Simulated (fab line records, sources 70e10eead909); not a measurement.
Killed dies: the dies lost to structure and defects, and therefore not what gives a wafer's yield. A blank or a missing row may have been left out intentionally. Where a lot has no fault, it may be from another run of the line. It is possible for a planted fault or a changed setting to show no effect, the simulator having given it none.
The same fault as seen by 2 desks	flow nand-harc	every desk sees just its own numbers, and what lay behind them comes last

## TOOL OWNER'S DESK, har-etch-01
The tool's own readings at NHARC_A_CHANNEL_HOLE_D1_ETCH_23 (etches the open film in C4F8/O2/Ar, time 819 s, target depth 1600 nm): means of the sampled wafers that have a number, for each lot that ran on this tool. Any lot whose mean is over 4 standard deviations away from the usual mean is out of limits and marked OUT; that distance is given in the brackets.
Columns: A = drypump-motor-current-A at NHARC_A_CHANNEL_HOLE_D1_ETCH_23, usual 5.9 A; B = showerhead-plenum-p-Torr at NHARC_A_CHANNEL_HOLE_D1_ETCH_23, usual 3.78 Torr; C = throttle-valve-pct at NHARC_A_CHANNEL_HOLE_D1_ETCH_23, usual 32.156 %
lot	first seen here	A	B	C
L388	day 8 08:45	6.3	3.83	32.155
L390	day 8 22:59	6.3	3.83	32.159
L392	day 9 03:15	6.3	3.82	32.153
L396	day 10 08:33	6.3	3.82	32.152
L397	day 10 12:41	6.2	3.82	32.160
L398	day 10 19:44	6.2	3.81	32.160
L404	day 12 09:19	6.3	3.80	32.147
L407	day 12 22:36	6.3	3.80	32.155
L409	day 13 08:47	6.3	3.80	32.155
This desk found nothing out of limits on any of the 9 lots.

## THE DEFECT DESK
Inspection counts along the route, by lot: the mean over sampled wafers that carry a number. Any lot whose mean is over 4 standard deviations away from the usual mean is out of limits and marked OUT; that distance is given in the brackets.
Columns: A = raw-defect-count at NHARC_A_CHANNEL_HOLE_D1_INSPECT_40, usual 60
lot	first seen here	A
L388	day 8 13:04	68
L389	day 8 23:25	39
L390	day 9 03:54	59
L392	day 9 07:25	74
L396	day 10 12:48	64
L397	day 10 16:58	69
L398	day 10 23:52	66
L404	day 12 13:38	92
L407	day 13 02:52	460 (+24) OUT
L409	day 13 13:01	502 (+26) OUT
L410	day 13 15:20	57
L411	day 14 13:14	56
Finding of this desk: L407, L409 out of limits; the first was L407 at day 13 02:52, on raw-defect-count at NHARC_A_CHANNEL_HOLE_D1_INSPECT_40. In limits: L388, L389, L390, L392, L396, L397, L398, L404, L410, L411.

## PUT TOGETHER
The defect desk could have raised an alarm at day 13 02:52, on L407, L409.
The desk of the tool owner found nothing out of limits.
On record at the tool owner's desk: L407, L409, within its limits.
All the named lots went through NHARC_A_CHANNEL_HOLE_D1_ETCH_23 on har-etch-01.

## WHAT THE SIMULATOR HAD INSERTED
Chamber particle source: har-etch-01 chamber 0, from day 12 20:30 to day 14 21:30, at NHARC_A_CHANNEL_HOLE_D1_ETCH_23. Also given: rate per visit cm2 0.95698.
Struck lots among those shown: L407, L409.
Hours from the fault's start to each desk's first reading out of limits: the defect desk, 6.
